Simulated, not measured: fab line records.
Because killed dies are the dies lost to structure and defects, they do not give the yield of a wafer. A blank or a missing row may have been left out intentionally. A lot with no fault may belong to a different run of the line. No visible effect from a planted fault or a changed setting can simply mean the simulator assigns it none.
The same fault as seen by 3 desks :: flow n5_finfet :: what lay behind the numbers comes last; until then each desk has only its own

TOOL OWNER'S DESK, litho_track-05
The tool's own readings at N5_MOL_CONTACT_COAG_COAT_76 (time 60 s, resist thk 10 nm): means of the sampled wafers that have a number, for each lot that ran on this tool. The brackets show how far a lot's mean lies from the usual mean; more than 4 standard deviations puts the lot out of limits, marked OUT.
Columns: A = heater_power_total_W at N5_MOL_CONTACT_COAG_COAT_76, usual 427.7 W; B = spin_speed_rpm at N5_MOL_CONTACT_COAG_COAT_76, usual 1499.9 rpm
lot: L606
first seen here: day 7 11:20
A: 428.0
B: 1757.2 (+99 or more) OUT

lot: L609
first seen here: day 7 23:07
A: 427.9
B: 1759.5 (+99 or more) OUT

lot: L618
first seen here: day 10 10:18
A: 428.5
B: 1498.7
This desk's finding: out of limits on L606, L609; first on L606, day 7 11:20 (spin_speed_rpm at N5_MOL_CONTACT_COAG_COAT_76). L618 stayed within limits.

METROLOGY DESK
What the gauges read, lot by lot, whatever tool the lot ran on: means of the sampled wafers that have a number. The brackets show how far a lot's mean lies from the usual mean; more than 4 standard deviations puts the lot out of limits, marked OUT.
Columns: A = MD_CAP_THK at N5_MOL_CONTACT_COAG_THK_MEAS_29, usual 17.93 nm; B = cd_nm at N5_MOL_CONTACT_COAG_CD_MEAS_84, usual 25.08 nm; C = VG_OVL at N5_MOL_CONTACT_COAG_OVL_MEAS_85, usual 0.3 nm
lot: L600
first seen here: day 5 22:02
A: 17.90
B: 24.79
C: 0.0

lot: L606
first seen here: day 7 10:44
A: 17.80
B: 25.02
C: 0.1

lot: L609
first seen here: day 7 22:31
A: 18.06
B: 25.00
C: -0.2

lot: L614
first seen here: day 9 09:08
A: 17.85
B: 25.20
C: 0.9

lot: L617
first seen here: day 10 00:31
A: 17.95
B: 25.27
C: 0.6

lot: L618
first seen here: day 10 09:42
A: 17.87
B: 25.09
C: 0.8
This desk's verdict: no lot among the 6 shows anything out of limits.

THE DEFECT DESK
What the inspections along the route counted, lot by lot: means of the sampled wafers that have a number. The brackets show how far a lot's mean lies from the usual mean; more than 4 standard deviations puts the lot out of limits, marked OUT.
Columns: A = raw_defect_count at N5_MOL_CONTACT_COAG_INSPECT_57, usual 208
lot: L600
first seen here: day 5 23:02
A: 299

lot: L606
first seen here: day 7 11:50
A: 191

lot: L609
first seen here: day 7 23:37
A: 129

lot: L614
first seen here: day 9 10:15
A: 196

lot: L617
first seen here: day 10 02:22
A: 271

lot: L618
first seen here: day 10 10:41
A: 151
This desk's verdict: no lot among the 6 shows anything out of limits.

TAKEN TOGETHER
An alarm could have come from the tool owner's desk at day 7 11:20, on L606, L609.
At the metrology desk, nothing out of limits was observed.
Nothing out of limits was seen by the defect desk.
The metrology desk has L606, L609 on record, within its limits.
The defect desk has L606, L609 on record, within its limits.
All the named lots went through N5_MOL_CONTACT_COAG_COAT_76 on litho_track-05.

WHAT THE SIMULATOR HAD PUT IN
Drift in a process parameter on litho_track-05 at N5_MOL_CONTACT_COAG_COAT_76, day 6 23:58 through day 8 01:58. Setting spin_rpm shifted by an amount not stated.
Lots struck among those shown: L606, L609.
Delay in hours, fault start to first out-of-limits reading, by desk: the tool owner's desk at 11.
